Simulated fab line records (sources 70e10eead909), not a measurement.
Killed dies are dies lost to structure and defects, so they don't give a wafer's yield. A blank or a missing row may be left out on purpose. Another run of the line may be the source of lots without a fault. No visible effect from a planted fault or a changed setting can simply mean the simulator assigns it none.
Matching of chambers | flow nandHarc | rieDiel-11 running NHARC_A_CHANNEL_FILL_D2_ETCHBACK_20: 4 sister chambers
The step etches the open film in C4F8/O2/Ar, target depth 27 nm, time 13.5 s. 4 wafers are shown with their chamber, then 12 later ones without.

== WAFERS, EACH WITH ITS CHAMBER ==
wafer  | chamber | rfVppV (V)
L083.4 | 3       | 981
L086.3 | 2       | 983
L086.5 | 1       | 977
L086.6 | 0       | 987

== WAFERS WHOSE CHAMBER IS MISSING ==
wafer  | rfVppV (V)
L089.3 | 986
L089.5 | 985
L089.6 | 977
L091.1 | 976
L091.2 | 983
L091.6 | 984
L093.1 | 982
L093.2 | 983
L093.6 | 981
L094.1 | 976
L094.2 | 981
L094.6 | 983

== THE CHAMBER EACH PASSED THROUGH ==
wafer  | from the rows above     | in truth
L089.3 | 0                       | 0
L089.5 | can't be placed: 0 or 2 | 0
L089.6 | 1                       | 1
L091.1 | 1                       | 1
L091.2 | 2                       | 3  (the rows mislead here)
L091.6 | 2                       | 2
L093.1 | can't be placed: 2 or 3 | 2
L093.2 | 2                       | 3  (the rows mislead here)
L093.6 | 3                       | 3
L094.1 | 1                       | 1
L094.2 | 3                       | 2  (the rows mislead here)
L094.6 | 2                       | 2
Correct placement for 7 of the 12. Unplaceable from these rows: 2, with the true chamber sitting among the candidates in 2. Placed wrongly: 3.
How it was worked out, from the rows above alone: a wafer's distance from a chamber is the root of the sum, over the readings, of the square of ((its reading less the chamber's mean) divided by the reading's scatter). If the next closest chamber is less than 2 further off than the closest, the wafer can't be placed; otherwise it belongs to the closest. Each chamber's mean is taken over the wafers shown for it. The scatter: root of mean squared gap, hidden wafer to nearest shown wafer, with one shown wafer a chamber.
